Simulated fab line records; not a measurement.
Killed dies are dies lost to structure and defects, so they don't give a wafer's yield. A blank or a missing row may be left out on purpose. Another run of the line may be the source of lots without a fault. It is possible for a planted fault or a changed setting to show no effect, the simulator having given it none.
Chamber matching    flow n5-finfet    N5_ILD0_ALD_15 on ald-sin-03: 4 sister chambers
The step deposits SiNx, target thk 24 nm, pulse time 1 s, ald cycles 480. 7 wafers are shown with their chamber, then 8 later ones without.

== WAFERS, EACH WITH ITS CHAMBER ==
wafer   chamber  heater-power-outer-w (W)  heater-power-w (W)
L079.2  2        504                       842
L079.4  1        493                       877
L080.4  1        505                       886
L082.1  0        495                       792
L082.3  3        571                       931
L082.5  0        480                       769
L084.2  3        576                       958

== WAFERS WHOSE CHAMBER IS MISSING ==
wafer   heater-power-outer-w (W)  heater-power-w (W)
L084.5  557                       940
L084.6  480                       854
L090.2  571                       946
L090.4  477                       774
L090.5  489                       797
L091.3  565                       938
L091.5  489                       798
L091.6  507                       857

== THE CHAMBER EACH PASSED THROUGH ==
wafer   from the rows above      in truth
L084.5  3                        3
L084.6  can't be placed: 1 or 2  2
L090.2  3                        3
L090.4  0                        0
L090.5  0                        0
L091.3  3                        3
L091.5  0                        0
L091.6  can't be placed: 2 or 1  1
Correctly placed: 6 of 8. Can't be placed from these rows: 2 (the true chamber is among the candidates in 2). Number placed wrongly: 0.
How it was worked out, from the rows above alone: a wafer's distance from a chamber is the root of the sum, over the readings, of the square of ((its reading less the chamber's mean) divided by the reading's scatter). The wafer belongs to the nearest chamber; if the next one is less than 2 further off, it can't be placed. For every chamber, the mean is computed from those of its wafers that are shown. How the scatter is found: for the shown wafers, subtract from each reading the mean of its chamber, square and add these, divide the total by (wafers less chambers), then take the root.
